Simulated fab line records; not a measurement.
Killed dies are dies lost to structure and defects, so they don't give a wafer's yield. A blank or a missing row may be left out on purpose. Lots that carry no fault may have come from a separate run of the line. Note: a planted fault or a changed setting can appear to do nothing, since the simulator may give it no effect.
Problem report, 8D (eight disciplines) form, completed by code + flow n5 finfet + the parts of the form that need people (team, actions taken, sign-off) are left out

## 1. THE ISSUE
rf fwd power W at N5_HKMG_FIN_ETCH_32 reads a mean of 1041.1 W on 2 wafers of 2 lots; wafers without a fault read 838.1 W with a standard deviation of 2.5. Measured from the usual mean, that is +81 standard deviations.
The step: etches SOC in N2/H2, target depth 240 nm, time 300 s.
First seen on wafer L185.3, day 7 23:16, on rie diel-05. Wafers with a number at this step in the record: 27, from 9 lots. Rule for "out" (also "out of limits"): further than 4 standard deviations from the usual mean. All remaining wafers that have a number are taken as sound.

## 2. WHAT IT IS AND WHAT IT IS NOT
| question                    | is                       | is not                                                                                                      |
|-----------------------------|--------------------------|-------------------------------------------------------------------------------------------------------------|
| which readings at this step | rf fwd power W, rf vpp V | bias w, drypump motor current A, n2 flow sccm, oes product au, showerhead plenum p Torr, throttle valve pct |
| which lots                  | L185, L188               | L170, L175, L176, L178, L183, L190, L192                                                                    |
| which wafers of those lots  | L185.3, L188.5           | L185.1, L185.4, L188.4, L188.6                                                                              |
| read on which tools         | rie diel-05              | rie diel-04, rie diel-06                                                                                    |
| when                        | from day 7 23:16         | up to then (17 sound wafers); but 8 sound wafers of L188, L190, L192 came after                             |

## 3. THE SUSPECTS, EACH WITH WHAT RULES IT OUT
Counting: any tool at a process step up to the reading remains a suspect provided it ran every lot that is out. Sound lots after the first of them don't rule it out here, since some wafers of a struck lot are sound.
- rie diel-05 at N5_HKMG_FIN_ETCH_32 (etches SOC in N2/H2, target depth 240 nm, time 300 s): kept. It ran every lot that is out, first L185 (day 7 23:16); its last sound lot up to then is L183 (day 7 10:23). Its own rf fwd power W, rf vpp V readings are out on those wafers.
- In rie diel-05 at N5_HKMG_FIN_ETCH_32, the wafers that are out were processed in chamber 0 and their sound lot-mates in chambers 1, 2, 3.
The count leaves rie diel-05 at N5_HKMG_FIN_ETCH_32.

## 4. THE CAUSE (what the simulator had put in)
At N5_HKMG_FIN_ETCH_32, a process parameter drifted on rie diel-05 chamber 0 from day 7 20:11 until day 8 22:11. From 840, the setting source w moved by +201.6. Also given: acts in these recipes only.
Only this tool survived the counting.

## 5. THE EFFECT CHAIN, in route order
One row per reading whose mean, taken over the struck wafers that have a number, lies over 3 standard deviations from the usual. Scope: only readings with a usual standard deviation given in the record; hours: median across lots of the time from each lot's start at the first step in this table that gives one to its start at this step; sigmas: change in usual standard deviations.
| hours | step                | reading        | usual   | on struck wafers | change | sigmas |
|-------|---------------------|----------------|---------|------------------|--------|--------|
| 0     | N5_HKMG_FIN_ETCH_32 | rf fwd power W | 838.1 W | 1041.1           | +203.0 | +81    |
| 0     | N5_HKMG_FIN_ETCH_32 | rf vpp V       | 523.1 V | 486.9            | -36.2  | -14    |
The process steps in it:
- N5_HKMG_FIN_ETCH_32: etches SOC in N2/H2, target depth 240 nm, time 300 s.
Later steps that measure or inspect, where all struck wafers having a row at the step show a number for every such reading and not one has moved that far: N5_BEOL_M4_RC_MEAS_101.

## 6. HOW IT WOULD HAVE BEEN CAUGHT EARLIER
The fault began at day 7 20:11; the first out-of-limits reading in this record came at day 7 23:16, 3 hours later.
